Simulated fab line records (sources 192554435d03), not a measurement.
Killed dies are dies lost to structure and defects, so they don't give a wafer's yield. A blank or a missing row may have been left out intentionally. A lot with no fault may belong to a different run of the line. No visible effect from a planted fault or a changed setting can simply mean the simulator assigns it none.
Comparing a struck lot with a sound one / flow n5 finfet / 38 out of 1938 route steps
Sound: wafers L603.2, L603.4, L603.6. Wafers struck: L605.2, L605.4, L605.5. The cause comes at the end.
Per side, at each step with rows, come the tool, then ch with its chambers, and then its first start. Under that, the readings that differ: sound wafers / struck wafers / difference of the means / sigmas: that difference in standard deviations of wafers without a fault.
alike: words and numbers the same on both sides, and readings whose means are apart by under 2 such deviations; not compared: readings that were withheld, readings missing a value for some wafer, numbers with overlapping values and no deviation given by the record, and bounds like >300 which may hide the same value.
A row with sigmas, a row that says differs or no value, or rows on one side alone: a step with any of these is where the two part. Numbers that have no deviation but don't overlap get no sigmas and don't part them. Lack of a reading on every wafer of one side parts them only where that side has two or more wafers.

first, 8 steps without rows for these wafers: N5_BEOL_M0_ECD_118 (material Cu, target thk 300 nm); N5_BEOL_M0_ANNEAL_119 (time 90 s); N5_BEOL_M0_CMP_120 (polishes, stops on SiOC, t overpolish 6.9 s); N5_BEOL_M0_PRE_CLEAN_131 (time 15 s); N5_BEOL_M0_CO_CAP_123 (material Co, precursor CCTBA/H2, target thk 2 nm, time 102.1 s); N5_BEOL_M0_PRE_CLEAN_124 (time 15 s); N5_BEOL_M0_DEP_125 (deposits SiCN from 3MS/NH3, target thk 8 nm, time 14 s); N5_BEOL_M1_ILD_DEP_00 (deposits SiOC from DEMS/O2, target thk 79 nm, time 15.3 s).
N5_BEOL_M1_PECVD_72: deposits SiO2 from TEOS/O2, target thk 16 nm, time 18 s.
  sound on pecvd-01 ch 0,1,2, day 7 23:46; struck on pecvd-01 ch 0,1, day 8 12:57
  alike: heater power outer w, heater power w, showerhead plenum p Torr, throttle valve pct
then, 10 steps without rows for these wafers: N5_BEOL_M1_HM_DEP_02 (deposits TiN, target thk 20 nm); N5_BEOL_M1_COAT_61 (time 60 s, resist thk 60 nm); N5_BEOL_M1_COAT_62 (time 60 s, resist thk 12 nm); N5_BEOL_M1_COAT_73 (time 60 s, resist thk 5 nm); N5_BEOL_M1_COAT_05 (resist thk 30 nm); N5_BEOL_M1_EBR_07; N5_BEOL_M1_SOFTBAKE_06 (time 60 s); N5_BEOL_M1_EXPOSE_08 (exposes mask M1); N5_BEOL_M1_PEB_09 (peb time 60 s); N5_BEOL_M1_DEVELOP_10 (develop time 30 s).
N5_BEOL_M1_INSPECT_13: inspects for defects (brightfield).
  struck on defect inspect-02, day 8 15:20; sound on defect inspect-01, day 8 00:19
reading=raw defect count; sound=516 443 432; struck=829 731 727; difference=+299; sigmas=+3
then, 15 steps without rows for these wafers: N5_BEOL_M1_DESCUM_16 (chemistry O2, time 7 s); N5_BEOL_M1_ETCH_74 (etches underlayer in N2/H2, target depth 6.5 nm, time 5.2 s); N5_BEOL_M1_ETCH_63 (etches SiARC in CF4, target depth 15.6 nm, time 26 s); N5_BEOL_M1_ETCH_64 (etches SOC in N2/H2, target depth 75 nm, overetch 15 nm, time 112.5 s); N5_BEOL_M1_STRIP_65 (strips in N2/H2); N5_BEOL_M1_STRIP_75 (strips in N2/H2); N5_BEOL_M1_STRIP_66 (strips in CF4); N5_BEOL_M1_HM_OPEN_17 (chemistry Cl2/BCl3, target TiN, target depth 20 nm, overetch 6 nm); N5_BEOL_M1_STRIP_19 (strips in O2); N5_BEOL_M1_COAT_67 (time 60 s, resist thk 60 nm); N5_BEOL_M1_COAT_68 (time 60 s, resist thk 12 nm); N5_BEOL_M1_COAT_76 (time 60 s, resist thk 5 nm); N5_BEOL_M1_COAT_22 (resist thk 30 nm); N5_BEOL_M1_EBR_24; N5_BEOL_M1_SOFTBAKE_23 (time 60 s).
N5_BEOL_M1_INSPECT_30: inspects for defects (brightfield).
  struck on defect inspect-02, day 8 16:21; sound on defect inspect-01, day 8 01:14
reading=raw defect count; sound=480 432 417; struck=841 718 738; difference=+323; sigmas=+3
-- here the record skips 2 days between the struck wafers' starts before and after, leaving off in module BEOL_M1 and picking up in module BEOL_M4 (first step shown: number 1111 of the route) --
N5_BEOL_M4_RC_MEAS_101:
  sound on prober-01 ch 0, day 9 22:51; struck on prober-02 ch 0, day 10 21:56
  alike: DIBL_N, DIBL_P, IOFF_N, IOFF_P, ION_N, ION_P, SS_N, SS_P, VT_N, VT_P
-- a jump in the record: the struck wafers' starts before and after are 4 days apart (it breaks off in module BEOL_M4 and resumes in module PASSIVATION, where the first step shown is number 1936 of the route) --
N5_PASSIVATION_PROBE_49:
  struck on prober-02, day 15 07:04; sound on prober-02, day 14 09:02
reading=defect limited yield (%); sound=91.6 92.8 90.8; struck=82.0 84.5 83.6; difference=-8.4; sigmas=-5
reading=killed_at_M0_to_M3; sound=23 23 22; struck=153 116 134; difference=+112; sigmas=+10
reading=killed dies; sound=99 85 109; struck=212 183 193; difference=+98; sigmas=+5
reading=sort_bin_5_function (%); sound=5.2 4.2 5.3; struck=12.6 9.4 10.7; difference=+6.0; sigmas=+6
reading=sort n pass; sound=1081 1095 1071; struck=968 997 987; difference=-98; sigmas=-5
reading=sort yield pct (%); sound=91.6 92.8 90.8; struck=82.0 84.5 83.6; difference=-8.4; sigmas=-5
  alike: killed_at_M4_up, killed at contacts, killed at front end, killed at other, killed open, killed short, sort_bin_6_memory

WHERE THEY PART
Earliest at N5_BEOL_M1_INSPECT_13; latest, in this record, at N5_PASSIVATION_PROBE_49.

WHY: the cause the simulator had injected
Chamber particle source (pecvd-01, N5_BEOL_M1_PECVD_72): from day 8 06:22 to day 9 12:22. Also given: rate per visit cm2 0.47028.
